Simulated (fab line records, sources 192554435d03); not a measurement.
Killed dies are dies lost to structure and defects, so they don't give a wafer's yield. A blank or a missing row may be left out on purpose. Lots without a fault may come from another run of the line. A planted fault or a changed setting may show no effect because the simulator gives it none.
Chamber matching | flow n5_finfet | N5_BEOL_M1_ETCH_63 on rie_diel-03: 4 sister chambers
The step etches SiARC in CF4, target depth 15.6 nm, time 26 s. 8 wafers are shown with their chamber, then 7 later ones without.

WAFERS WITH THEIR CHAMBER
wafer  | chamber | showerhead_plenum_p_Torr (Torr) | oes_product_au (a.u.)
L075.4 | 0       | 2.25                            | 0.71
L078.3 | 3       | 2.22                            | 0.61
L081.3 | 0       | 2.25                            | 0.70
L081.6 | 2       | 2.05                            | 0.60
L088.2 | 2       | 2.04                            | 0.59
L088.5 | 1       | 2.13                            | 0.61
L089.2 | 1       | 2.13                            | 0.60
L089.4 | 3       | 2.21                            | 0.59

WAFERS WITHOUT THEIR CHAMBER
wafer  | showerhead_plenum_p_Torr (Torr) | oes_product_au (a.u.)
L089.5 | 2.21                            | 0.59
L093.1 | 2.04                            | 0.59
L093.3 | 2.21                            | 0.59
L093.5 | 2.21                            | 0.59
L094.1 | 2.23                            | 0.66
L094.4 | 2.12                            | 0.59
L094.5 | 2.12                            | 0.59

WHICH CHAMBER EACH WENT THROUGH
wafer  | from the rows above     | in truth
L089.5 | 3                       | 3
L093.1 | 2                       | 2
L093.3 | 3                       | 3
L093.5 | 3                       | 3
L094.1 | can't be placed: 0 or 3 | 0
L094.4 | 1                       | 1
L094.5 | 1                       | 1
Placed correctly: 6 of 7. Can't be placed from these rows: 1 (the true chamber is among the candidates in 1). Placed wrongly: 0.
How it was worked out, from the rows above alone: a wafer's distance from a chamber is the root of the sum, over the readings, of the square of ((its reading less the chamber's mean) divided by the reading's scatter). The wafer belongs to the nearest chamber; if the next one is less than 2 further off, it can't be placed. A chamber's mean is the mean of its shown wafers. The scatter: the root of (the sum of the squares of (reading less its chamber's mean) over the shown wafers, divided by (wafers less chambers)).
